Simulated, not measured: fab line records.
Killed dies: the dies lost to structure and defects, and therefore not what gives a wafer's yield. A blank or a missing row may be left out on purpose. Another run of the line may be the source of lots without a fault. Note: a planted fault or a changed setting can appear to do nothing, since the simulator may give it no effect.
fab line records / flow n5-finfet / part 2 of 2: steps 21 to 30 of 30
[record] lots = 5 wafers = 15 last-day = 18
route steps=1938 shown BEOL_M3@974
lots with no fault: from the same line, run without faults
start-h: start of the lot's first displayed wafer, in hours after the record's first day / wait-h: hours elapsed since this lot's preceding step / " repeats the value in the row above / L1.1+2: a row that stands for several wafers / - no value, or no start given / * or withheld: withheld / < > ~ a bound
route shown NAME@n: a module of which the file shows steps, and the number in the route of the first / usual: mean and standard deviation over wafers with no fault / same: alike in all rows / chamber/n: place in a boat / sites: per-site readings / _std_site: the standard deviation of these / _edge_site: the outer-site mean with the inner-site mean subtracted / radius-mm: for every site, how far away it sits from the centre of the wafer / mask NAME#n: copy n / behind: the last tool/chamber to shape the wafer / hold: what put the lot on hold/how long, in hours/how the hold closed / device: transistor that didn't switch, given as n, p or np / end of line: tests run on the same wafers once the route is complete / for a step that has no rows: nothing shown but its recipe / killed: at the first sort, the dies lost to defects and structure; wafer yield is something else / map: dies across one wafer; x = killed, . = not, _ = none there
set.NAME: the setting as run; set.NAME@STEP: as run at that earlier step / model.NAME: the simulator's own value behind a step, which no gauge read
lots at some steps of the route; a table a step, a row a wafer
services: the hour from which a tool's chamber was out of use, counted from the record's first day as start-h (under 0 if before that day), plus the number of hours and why
[[steps]]
[step N5_BEOL_M3_SPUTTER_48]
[recipe] material = Cu target-thk-a = 45 temp-c = -20 chamber-pressure-pa = 0.07 power-w = withheld time-s = 8.29
[usual] throttle-valve-pct = 30.0/0.62
lot.wafer=L077.4 tool=pvd-sputter-01 chamber=- start-h=189.40 wait-h=0.0 throttle-valve-pct=30.4
lot.wafer=L077.5 tool=pvd-sputter-01 chamber=- start-h=189.40 wait-h=0.0 throttle-valve-pct=30.3
lot.wafer=L077.6 tool=pvd-sputter-01 chamber=- start-h=189.40 wait-h=0.0 throttle-valve-pct=30.1
lot.wafer=L076.1 tool=pvd-sputter-01 chamber=- start-h=192.08 wait-h=0.1 throttle-valve-pct=29.8
lot.wafer=L076.2 tool=pvd-sputter-01 chamber=- start-h=192.08 wait-h=0.1 throttle-valve-pct=30.5
lot.wafer=L076.5 tool=pvd-sputter-01 chamber=- start-h=192.08 wait-h=0.1 throttle-valve-pct=30.5
lot.wafer=L084.2 tool=pvd-sputter-01 chamber=- start-h=238.13 wait-h=0.1 throttle-valve-pct=30.5
lot.wafer=L084.4 tool=pvd-sputter-01 chamber=- start-h=238.13 wait-h=0.1 throttle-valve-pct=30.5
lot.wafer=L084.5 tool=pvd-sputter-01 chamber=- start-h=238.13 wait-h=0.1 throttle-valve-pct=30.1
lot.wafer=L088.2 tool=pvd-sputter-03 chamber=- start-h=259.79 wait-h=0.1 throttle-valve-pct=31.1
lot.wafer=L088.3 tool=pvd-sputter-03 chamber=- start-h=259.79 wait-h=0.1 throttle-valve-pct=29.8
lot.wafer=L088.6 tool=pvd-sputter-03 chamber=- start-h=259.79 wait-h=0.1 throttle-valve-pct=31.1
lot.wafer=L094.1 tool=pvd-sputter-03 chamber=- start-h=293.19 wait-h=0.1 throttle-valve-pct=31.2
lot.wafer=L094.2 tool=pvd-sputter-03 chamber=- start-h=293.19 wait-h=0.1 throttle-valve-pct=29.1
lot.wafer=L094.3 tool=pvd-sputter-03 chamber=- start-h=293.19 wait-h=0.1 throttle-valve-pct=29.8
[step N5_BEOL_M3_ANNEAL_49]
[recipe] temp-c = 400 time-s = 240 ambient = vacuum
[usual] heater-power-w = 815/43 susceptor_temp_C_max = 401.0/0.39
lot.wafer=L077.4 tool=pvd-sputter-01 chamber=- start-h=189.48 wait-h=0.0 heater-power-w=807 susceptor_temp_C_max=401.3
lot.wafer=L077.5 tool=pvd-sputter-01 chamber=- start-h=189.48 wait-h=0.0 heater-power-w=864 susceptor_temp_C_max=401.1
lot.wafer=L077.6 tool=pvd-sputter-01 chamber=- start-h=189.48 wait-h=0.0 heater-power-w=806 susceptor_temp_C_max=401.0
lot.wafer=L076.1 tool=pvd-sputter-01 chamber=- start-h=192.16 wait-h=0.0 heater-power-w=837 susceptor_temp_C_max=401.0
lot.wafer=L076.2 tool=pvd-sputter-01 chamber=- start-h=192.16 wait-h=0.0 heater-power-w=873 susceptor_temp_C_max=400.8
lot.wafer=L076.5 tool=pvd-sputter-01 chamber=- start-h=192.16 wait-h=0.0 heater-power-w=804 susceptor_temp_C_max=401.7
lot.wafer=L084.2 tool=pvd-sputter-01 chamber=- start-h=238.21 wait-h=0.0 heater-power-w=788 susceptor_temp_C_max=401.7
lot.wafer=L084.4 tool=pvd-sputter-01 chamber=- start-h=238.21 wait-h=0.0 heater-power-w=866 susceptor_temp_C_max=400.6
lot.wafer=L084.5 tool=pvd-sputter-01 chamber=- start-h=238.21 wait-h=0.0 heater-power-w=834 susceptor_temp_C_max=401.3
lot.wafer=L088.2 tool=pvd-sputter-03 chamber=- start-h=259.87 wait-h=0.0 heater-power-w=822 susceptor_temp_C_max=401.0
lot.wafer=L088.3 tool=pvd-sputter-03 chamber=- start-h=259.87 wait-h=0.0 heater-power-w=861 susceptor_temp_C_max=400.9
lot.wafer=L088.6 tool=pvd-sputter-03 chamber=- start-h=259.87 wait-h=0.0 heater-power-w=791 susceptor_temp_C_max=401.1
lot.wafer=L094.1 tool=pvd-sputter-03 chamber=- start-h=293.27 wait-h=0.0 heater-power-w=788 susceptor_temp_C_max=400.6
lot.wafer=L094.2 tool=pvd-sputter-03 chamber=- start-h=293.27 wait-h=0.0 heater-power-w=832 susceptor_temp_C_max=401.3
lot.wafer=L094.3 tool=pvd-sputter-03 chamber=- start-h=293.27 wait-h=0.0 heater-power-w=854 susceptor_temp_C_max=401.4
[step N5_BEOL_M3_SPUTTER_79]
[recipe] material = Cu target-thk-a = 45 temp-c = -20 chamber-pressure-pa = 0.07 power-w = withheld time-s = 8.29
[usual] throttle-valve-pct = 30.1/0.65
lot.wafer=L077.4 tool=pvd-sputter-01 chamber=- start-h=189.62 wait-h=0.1 throttle-valve-pct=30.7
lot.wafer=L077.5 tool=pvd-sputter-01 chamber=- start-h=189.62 wait-h=0.1 throttle-valve-pct=30.5
lot.wafer=L077.6 tool=pvd-sputter-01 chamber=- start-h=189.62 wait-h=0.1 throttle-valve-pct=29.9
lot.wafer=L076.1 tool=pvd-sputter-01 chamber=- start-h=192.30 wait-h=0.1 throttle-valve-pct=30.0
lot.wafer=L076.2 tool=pvd-sputter-01 chamber=- start-h=192.30 wait-h=0.1 throttle-valve-pct=30.5
lot.wafer=L076.5 tool=pvd-sputter-01 chamber=- start-h=192.30 wait-h=0.1 throttle-valve-pct=30.6
lot.wafer=L084.2 tool=pvd-sputter-01 chamber=- start-h=238.35 wait-h=0.1 throttle-valve-pct=30.6
lot.wafer=L084.4 tool=pvd-sputter-01 chamber=- start-h=238.35 wait-h=0.1 throttle-valve-pct=30.5
lot.wafer=L084.5 tool=pvd-sputter-01 chamber=- start-h=238.35 wait-h=0.1 throttle-valve-pct=29.7
lot.wafer=L088.2 tool=pvd-sputter-03 chamber=- start-h=260.01 wait-h=0.1 throttle-valve-pct=31.3
lot.wafer=L088.3 tool=pvd-sputter-03 chamber=- start-h=260.01 wait-h=0.1 throttle-valve-pct=29.8
lot.wafer=L088.6 tool=pvd-sputter-03 chamber=- start-h=260.01 wait-h=0.1 throttle-valve-pct=31.2
lot.wafer=L094.1 tool=pvd-sputter-03 chamber=- start-h=293.41 wait-h=0.1 throttle-valve-pct=31.3
lot.wafer=L094.2 tool=pvd-sputter-03 chamber=- start-h=293.41 wait-h=0.1 throttle-valve-pct=29.1
lot.wafer=L094.3 tool=pvd-sputter-03 chamber=- start-h=293.41 wait-h=0.1 throttle-valve-pct=29.9
[step N5_BEOL_M3_ANNEAL_80]
[recipe] temp-c = 400 time-s = 240 ambient = vacuum
[usual] heater-power-w = 815/46 susceptor_temp_C_max = 401.0/0.44
lot.wafer=L077.4 tool=pvd-sputter-01 chamber=- start-h=189.70 wait-h=0.0 heater-power-w=817 susceptor_temp_C_max=401.3
lot.wafer=L077.5 tool=pvd-sputter-01 chamber=- start-h=189.70 wait-h=0.0 heater-power-w=882 susceptor_temp_C_max=401.1
lot.wafer=L077.6 tool=pvd-sputter-01 chamber=- start-h=189.70 wait-h=0.0 heater-power-w=827 susceptor_temp_C_max=400.8
lot.wafer=L076.1 tool=pvd-sputter-01 chamber=- start-h=192.38 wait-h=0.0 heater-power-w=857 susceptor_temp_C_max=401.0
lot.wafer=L076.2 tool=pvd-sputter-01 chamber=- start-h=192.38 wait-h=0.0 heater-power-w=881 susceptor_temp_C_max=400.4
lot.wafer=L076.5 tool=pvd-sputter-01 chamber=- start-h=192.38 wait-h=0.0 heater-power-w=796 susceptor_temp_C_max=401.4
lot.wafer=L084.2 tool=pvd-sputter-01 chamber=- start-h=238.43 wait-h=0.0 heater-power-w=806 susceptor_temp_C_max=401.7
lot.wafer=L084.4 tool=pvd-sputter-01 chamber=- start-h=238.43 wait-h=0.0 heater-power-w=897 susceptor_temp_C_max=400.6
lot.wafer=L084.5 tool=pvd-sputter-01 chamber=- start-h=238.43 wait-h=0.0 heater-power-w=834 susceptor_temp_C_max=400.9
lot.wafer=L088.2 tool=pvd-sputter-03 chamber=- start-h=260.09 wait-h=0.0 heater-power-w=817 susceptor_temp_C_max=401.6
lot.wafer=L088.3 tool=pvd-sputter-03 chamber=- start-h=260.09 wait-h=0.0 heater-power-w=861 susceptor_temp_C_max=401.1
lot.wafer=L088.6 tool=pvd-sputter-03 chamber=- start-h=260.09 wait-h=0.0 heater-power-w=817 susceptor_temp_C_max=401.5
lot.wafer=L094.1 tool=pvd-sputter-03 chamber=- start-h=293.49 wait-h=0.0 heater-power-w=793 susceptor_temp_C_max=402.1
lot.wafer=L094.2 tool=pvd-sputter-03 chamber=- start-h=293.49 wait-h=0.0 heater-power-w=880 susceptor_temp_C_max=400.8
lot.wafer=L094.3 tool=pvd-sputter-03 chamber=- start-h=293.49 wait-h=0.0 heater-power-w=874 susceptor_temp_C_max=401.3
[step N5_BEOL_M3_SPUTTER_81]
[recipe] material = Cu target-thk-a = 45 temp-c = -20 chamber-pressure-pa = 0.07 power-w = withheld time-s = 8.29
[usual] throttle-valve-pct = 30.1/0.63
lot.wafer=L077.4 tool=pvd-sputter-01 chamber=- start-h=189.84 wait-h=0.1 throttle-valve-pct=30.4
lot.wafer=L077.5 tool=pvd-sputter-01 chamber=- start-h=189.84 wait-h=0.1 throttle-valve-pct=30.4
lot.wafer=L077.6 tool=pvd-sputter-01 chamber=- start-h=189.84 wait-h=0.1 throttle-valve-pct=29.6
lot.wafer=L076.1 tool=pvd-sputter-01 chamber=- start-h=192.52 wait-h=0.1 throttle-valve-pct=29.8
lot.wafer=L076.2 tool=pvd-sputter-01 chamber=- start-h=192.52 wait-h=0.1 throttle-valve-pct=30.3
lot.wafer=L076.5 tool=pvd-sputter-01 chamber=- start-h=192.52 wait-h=0.1 throttle-valve-pct=30.7
lot.wafer=L084.2 tool=pvd-sputter-01 chamber=- start-h=238.57 wait-h=0.1 throttle-valve-pct=30.3
lot.wafer=L084.4 tool=pvd-sputter-01 chamber=- start-h=238.57 wait-h=0.1 throttle-valve-pct=30.5
lot.wafer=L084.5 tool=pvd-sputter-01 chamber=- start-h=238.57 wait-h=0.1 throttle-valve-pct=29.9
lot.wafer=L088.2 tool=pvd-sputter-03 chamber=- start-h=260.23 wait-h=0.1 throttle-valve-pct=31.2
lot.wafer=L088.3 tool=pvd-sputter-03 chamber=- start-h=260.23 wait-h=0.1 throttle-valve-pct=30.1
lot.wafer=L088.6 tool=pvd-sputter-03 chamber=- start-h=260.23 wait-h=0.1 throttle-valve-pct=31.2
lot.wafer=L094.1 tool=pvd-sputter-03 chamber=- start-h=293.63 wait-h=0.1 throttle-valve-pct=31.2
lot.wafer=L094.2 tool=pvd-sputter-03 chamber=- start-h=293.63 wait-h=0.1 throttle-valve-pct=29.0
lot.wafer=L094.3 tool=pvd-sputter-03 chamber=- start-h=293.63 wait-h=0.1 throttle-valve-pct=29.9
[step N5_BEOL_M3_ANNEAL_82]
[recipe] temp-c = 400 time-s = 240 ambient = vacuum
[usual] heater-power-w = 813/45 susceptor_temp_C_max = 401.0/0.42
lot.wafer=L077.4 tool=pvd-sputter-01 chamber=- start-h=189.92 wait-h=0.0 heater-power-w=828 susceptor_temp_C_max=402.6
lot.wafer=L077.5 tool=pvd-sputter-01 chamber=- start-h=189.92 wait-h=0.0 heater-power-w=877 susceptor_temp_C_max=400.9
lot.wafer=L077.6 tool=pvd-sputter-01 chamber=- start-h=189.92 wait-h=0.0 heater-power-w=844 susceptor_temp_C_max=401.3
lot.wafer=L076.1 tool=pvd-sputter-01 chamber=- start-h=192.60 wait-h=0.0 heater-power-w=838 susceptor_temp_C_max=401.1
lot.wafer=L076.2 tool=pvd-sputter-01 chamber=- start-h=192.60 wait-h=0.0 heater-power-w=881 susceptor_temp_C_max=400.6
lot.wafer=L076.5 tool=pvd-sputter-01 chamber=- start-h=192.60 wait-h=0.0 heater-power-w=811 susceptor_temp_C_max=401.4
lot.wafer=L084.2 tool=pvd-sputter-01 chamber=- start-h=238.65 wait-h=0.0 heater-power-w=812 susceptor_temp_C_max=401.8
lot.wafer=L084.4 tool=pvd-sputter-01 chamber=- start-h=238.65 wait-h=0.0 heater-power-w=875 susceptor_temp_C_max=400.9
lot.wafer=L084.5 tool=pvd-sputter-01 chamber=- start-h=238.65 wait-h=0.0 heater-power-w=833 susceptor_temp_C_max=400.5
lot.wafer=L088.2 tool=pvd-sputter-03 chamber=- start-h=260.31 wait-h=0.0 heater-power-w=800 susceptor_temp_C_max=401.6
lot.wafer=L088.3 tool=pvd-sputter-03 chamber=- start-h=260.31 wait-h=0.0 heater-power-w=871 susceptor_temp_C_max=400.9
lot.wafer=L088.6 tool=pvd-sputter-03 chamber=- start-h=260.31 wait-h=0.0 heater-power-w=807 susceptor_temp_C_max=401.1
lot.wafer=L094.1 tool=pvd-sputter-03 chamber=- start-h=293.71 wait-h=0.0 heater-power-w=809 susceptor_temp_C_max=401.2
lot.wafer=L094.2 tool=pvd-sputter-03 chamber=- start-h=293.71 wait-h=0.0 heater-power-w=853 susceptor_temp_C_max=401.5
lot.wafer=L094.3 tool=pvd-sputter-03 chamber=- start-h=293.71 wait-h=0.0 heater-power-w=845 susceptor_temp_C_max=400.9
[step N5_BEOL_M3_SPUTTER_86]
[recipe] material = Cu target-thk-a = 45 temp-c = -20 chamber-pressure-pa = 0.07 power-w = withheld time-s = 8.29
[usual] throttle-valve-pct = 30.1/0.64
lot.wafer=L077.4 tool=pvd-sputter-01 chamber=- start-h=190.06 wait-h=0.1 throttle-valve-pct=30.5
lot.wafer=L077.5 tool=pvd-sputter-01 chamber=- start-h=190.06 wait-h=0.1 throttle-valve-pct=30.5
lot.wafer=L077.6 tool=pvd-sputter-01 chamber=- start-h=190.06 wait-h=0.1 throttle-valve-pct=29.9
lot.wafer=L076.1 tool=pvd-sputter-01 chamber=- start-h=192.74 wait-h=0.1 throttle-valve-pct=29.9
lot.wafer=L076.2 tool=pvd-sputter-01 chamber=- start-h=192.74 wait-h=0.1 throttle-valve-pct=30.4
lot.wafer=L076.5 tool=pvd-sputter-01 chamber=- start-h=192.74 wait-h=0.1 throttle-valve-pct=30.7
lot.wafer=L084.2 tool=pvd-sputter-01 chamber=- start-h=238.79 wait-h=0.1 throttle-valve-pct=30.6
lot.wafer=L084.4 tool=pvd-sputter-01 chamber=- start-h=238.79 wait-h=0.1 throttle-valve-pct=30.2
lot.wafer=L084.5 tool=pvd-sputter-01 chamber=- start-h=238.79 wait-h=0.1 throttle-valve-pct=30.0
lot.wafer=L088.2 tool=pvd-sputter-03 chamber=- start-h=260.45 wait-h=0.1 throttle-valve-pct=31.3
lot.wafer=L088.3 tool=pvd-sputter-03 chamber=- start-h=260.45 wait-h=0.1 throttle-valve-pct=30.0
lot.wafer=L088.6 tool=pvd-sputter-03 chamber=- start-h=260.45 wait-h=0.1 throttle-valve-pct=31.1
lot.wafer=L094.1 tool=pvd-sputter-03 chamber=- start-h=293.85 wait-h=0.1 throttle-valve-pct=31.1
lot.wafer=L094.2 tool=pvd-sputter-03 chamber=- start-h=293.85 wait-h=0.1 throttle-valve-pct=29.1
lot.wafer=L094.3 tool=pvd-sputter-03 chamber=- start-h=293.85 wait-h=0.1 throttle-valve-pct=29.9
[step N5_BEOL_M3_ANNEAL_87]
[recipe] temp-c = 400 time-s = 240 ambient = vacuum
[usual] heater-power-w = 814/44 susceptor_temp_C_max = 401.0/0.42
lot.wafer=L077.4 tool=pvd-sputter-01 chamber=- start-h=190.14 wait-h=0.0 heater-power-w=781 susceptor_temp_C_max=401.9
lot.wafer=L077.5 tool=pvd-sputter-01 chamber=- start-h=190.14 wait-h=0.0 heater-power-w=899 susceptor_temp_C_max=400.5
lot.wafer=L077.6 tool=pvd-sputter-01 chamber=- start-h=190.14 wait-h=0.0 heater-power-w=821 susceptor_temp_C_max=400.8
lot.wafer=L076.1 tool=pvd-sputter-01 chamber=- start-h=192.82 wait-h=0.0 heater-power-w=840 susceptor_temp_C_max=400.8
lot.wafer=L076.2 tool=pvd-sputter-01 chamber=- start-h=192.82 wait-h=0.0 heater-power-w=878 susceptor_temp_C_max=400.8
lot.wafer=L076.5 tool=pvd-sputter-01 chamber=- start-h=192.82 wait-h=0.0 heater-power-w=809 susceptor_temp_C_max=401.2
lot.wafer=L084.2 tool=pvd-sputter-01 chamber=- start-h=238.87 wait-h=0.0 heater-power-w=825 susceptor_temp_C_max=401.4
lot.wafer=L084.4 tool=pvd-sputter-01 chamber=- start-h=238.87 wait-h=0.0 heater-power-w=863 susceptor_temp_C_max=400.5
lot.wafer=L084.5 tool=pvd-sputter-01 chamber=- start-h=238.87 wait-h=0.0 heater-power-w=864 susceptor_temp_C_max=400.7
lot.wafer=L088.2 tool=pvd-sputter-03 chamber=- start-h=260.53 wait-h=0.0 heater-power-w=816 susceptor_temp_C_max=401.1
lot.wafer=L088.3 tool=pvd-sputter-03 chamber=- start-h=260.53 wait-h=0.0 heater-power-w=851 susceptor_temp_C_max=401.0
lot.wafer=L088.6 tool=pvd-sputter-03 chamber=- start-h=260.53 wait-h=0.0 heater-power-w=809 susceptor_temp_C_max=401.1
lot.wafer=L094.1 tool=pvd-sputter-03 chamber=- start-h=293.93 wait-h=0.0 heater-power-w=816 susceptor_temp_C_max=401.4
lot.wafer=L094.2 tool=pvd-sputter-03 chamber=- start-h=293.93 wait-h=0.0 heater-power-w=866 susceptor_temp_C_max=401.8
lot.wafer=L094.3 tool=pvd-sputter-03 chamber=- start-h=293.93 wait-h=0.0 heater-power-w=854 susceptor_temp_C_max=401.3
[step N5_BEOL_M3_SPUTTER_88]
[recipe] material = Cu target-thk-a = 45 temp-c = -20 chamber-pressure-pa = 0.07 power-w = withheld time-s = 8.29
[usual] throttle-valve-pct = 30.1/0.63
lot.wafer=L077.4 tool=pvd-sputter-01 chamber=- start-h=190.28 wait-h=0.1 throttle-valve-pct=30.5
lot.wafer=L077.5 tool=pvd-sputter-01 chamber=- start-h=190.28 wait-h=0.1 throttle-valve-pct=30.5
lot.wafer=L077.6 tool=pvd-sputter-01 chamber=- start-h=190.28 wait-h=0.1 throttle-valve-pct=30.0
lot.wafer=L076.1 tool=pvd-sputter-01 chamber=- start-h=192.96 wait-h=0.1 throttle-valve-pct=30.0
lot.wafer=L076.2 tool=pvd-sputter-01 chamber=- start-h=192.96 wait-h=0.1 throttle-valve-pct=30.7
lot.wafer=L076.5 tool=pvd-sputter-01 chamber=- start-h=192.96 wait-h=0.1 throttle-valve-pct=30.7
lot.wafer=L084.2 tool=pvd-sputter-01 chamber=- start-h=239.01 wait-h=0.1 throttle-valve-pct=30.7
lot.wafer=L084.4 tool=pvd-sputter-01 chamber=- start-h=239.01 wait-h=0.1 throttle-valve-pct=30.3
lot.wafer=L084.5 tool=pvd-sputter-01 chamber=- start-h=239.01 wait-h=0.1 throttle-valve-pct=30.1
lot.wafer=L088.2 tool=pvd-sputter-03 chamber=- start-h=260.67 wait-h=0.1 throttle-valve-pct=31.1
lot.wafer=L088.3 tool=pvd-sputter-03 chamber=- start-h=260.67 wait-h=0.1 throttle-valve-pct=30.1
lot.wafer=L088.6 tool=pvd-sputter-03 chamber=- start-h=260.67 wait-h=0.1 throttle-valve-pct=31.1
lot.wafer=L094.1 tool=pvd-sputter-03 chamber=- start-h=294.07 wait-h=0.1 throttle-valve-pct=31.4
lot.wafer=L094.2 tool=pvd-sputter-03 chamber=- start-h=294.07 wait-h=0.1 throttle-valve-pct=28.9
lot.wafer=L094.3 tool=pvd-sputter-03 chamber=- start-h=294.07 wait-h=0.1 throttle-valve-pct=30.3
[step N5_BEOL_M3_ANNEAL_89]
[recipe] temp-c = 400 time-s = 240 ambient = vacuum
[usual] heater-power-w = 815/46 susceptor_temp_C_max = 401.1/0.42
lot.wafer=L077.4 tool=pvd-sputter-01 chamber=- start-h=190.36 wait-h=0.0 heater-power-w=841 susceptor_temp_C_max=401.2
lot.wafer=L077.5 tool=pvd-sputter-01 chamber=- start-h=190.36 wait-h=0.0 heater-power-w=874 susceptor_temp_C_max=400.6
lot.wafer=L077.6 tool=pvd-sputter-01 chamber=- start-h=190.36 wait-h=0.0 heater-power-w=838 susceptor_temp_C_max=400.3
lot.wafer=L076.1 tool=pvd-sputter-01 chamber=- start-h=193.04 wait-h=0.0 heater-power-w=871 susceptor_temp_C_max=400.9
lot.wafer=L076.2 tool=pvd-sputter-01 chamber=- start-h=193.04 wait-h=0.0 heater-power-w=882 susceptor_temp_C_max=400.2
lot.wafer=L076.5 tool=pvd-sputter-01 chamber=- start-h=193.04 wait-h=0.0 heater-power-w=803 susceptor_temp_C_max=401.5
lot.wafer=L084.2 tool=pvd-sputter-01 chamber=- start-h=239.09 wait-h=0.0 heater-power-w=808 susceptor_temp_C_max=401.7
lot.wafer=L084.4 tool=pvd-sputter-01 chamber=- start-h=239.09 wait-h=0.0 heater-power-w=873 susceptor_temp_C_max=400.9
lot.wafer=L084.5 tool=pvd-sputter-01 chamber=- start-h=239.09 wait-h=0.0 heater-power-w=837 susceptor_temp_C_max=400.6
lot.wafer=L088.2 tool=pvd-sputter-03 chamber=- start-h=260.75 wait-h=0.0 heater-power-w=812 susceptor_temp_C_max=401.8
lot.wafer=L088.3 tool=pvd-sputter-03 chamber=- start-h=260.75 wait-h=0.0 heater-power-w=876 susceptor_temp_C_max=401.0
lot.wafer=L088.6 tool=pvd-sputter-03 chamber=- start-h=260.75 wait-h=0.0 heater-power-w=806 susceptor_temp_C_max=401.2
lot.wafer=L094.1 tool=pvd-sputter-03 chamber=- start-h=294.15 wait-h=0.0 heater-power-w=804 susceptor_temp_C_max=400.7
lot.wafer=L094.2 tool=pvd-sputter-03 chamber=- start-h=294.15 wait-h=0.0 heater-power-w=837 susceptor_temp_C_max=401.1
lot.wafer=L094.3 tool=pvd-sputter-03 chamber=- start-h=294.15 wait-h=0.0 heater-power-w=875 susceptor_temp_C_max=401.0
[[services]]
tool=cvd-co-02 chamber=2 start-h=168.17 hours=13.3 kind=repair
tool=rie-diel-06 chamber=0 start-h=168.69 hours=3.0 kind=repair
tool=ald-metal-01 chamber=- start-h=171.52 hours=8.7 kind=pm
tool=pvd-sputter-03 chamber=- start-h=178.82 hours=0.5 kind=repair
tool=ald-metal-03 chamber=- start-h=200.77 hours=1.0 kind=repair
tool=rie-diel-04 chamber=1 start-h=202.99 hours=- kind=clean
tool=rie-diel-04 chamber=1 start-h=202.99 hours=- kind=consumable-replace:focus-ring
tool=rie-diel-04 chamber=1 start-h=202.99 hours=23.3 kind=scheduled-down
tool=rie-diel-04 chamber=1 start-h=202.99 hours=23.3 kind=vent-cycle
tool=rie-diel-01 chamber=2 start-h=227.08 hours=5.1 kind=repair
tool=cvd-co-02 chamber=1 start-h=228.63 hours=1.9 kind=repair
tool=rie-diel-06 chamber=1 start-h=234.66 hours=- kind=clean
tool=rie-diel-06 chamber=1 start-h=234.66 hours=- kind=consumable-replace:focus-ring
tool=rie-diel-06 chamber=1 start-h=234.66 hours=20.9 kind=scheduled-down
tool=rie-diel-06 chamber=1 start-h=234.66 hours=20.9 kind=vent-cycle
tool=rie-diel-01 chamber=3 start-h=236.89 hours=6.2 kind=repair
tool=rie-diel-04 chamber=0 start-h=247.43 hours=- kind=clean
tool=rie-diel-04 chamber=0 start-h=247.43 hours=- kind=consumable-replace:focus-ring
tool=rie-diel-04 chamber=0 start-h=247.43 hours=17.3 kind=scheduled-down
tool=rie-diel-04 chamber=0 start-h=247.43 hours=17.3 kind=vent-cycle
tool=rie-diel-04 chamber=2 start-h=263.90 hours=132.0 kind=repair
tool=ald-metal-03 chamber=2 start-h=268.15 hours=3.0 kind=repair
tool=rie-diel-06 chamber=0 start-h=275.74 hours=19.4 kind=repair
tool=ald-metal-01 chamber=- start-h=278.54 hours=1.0 kind=repair
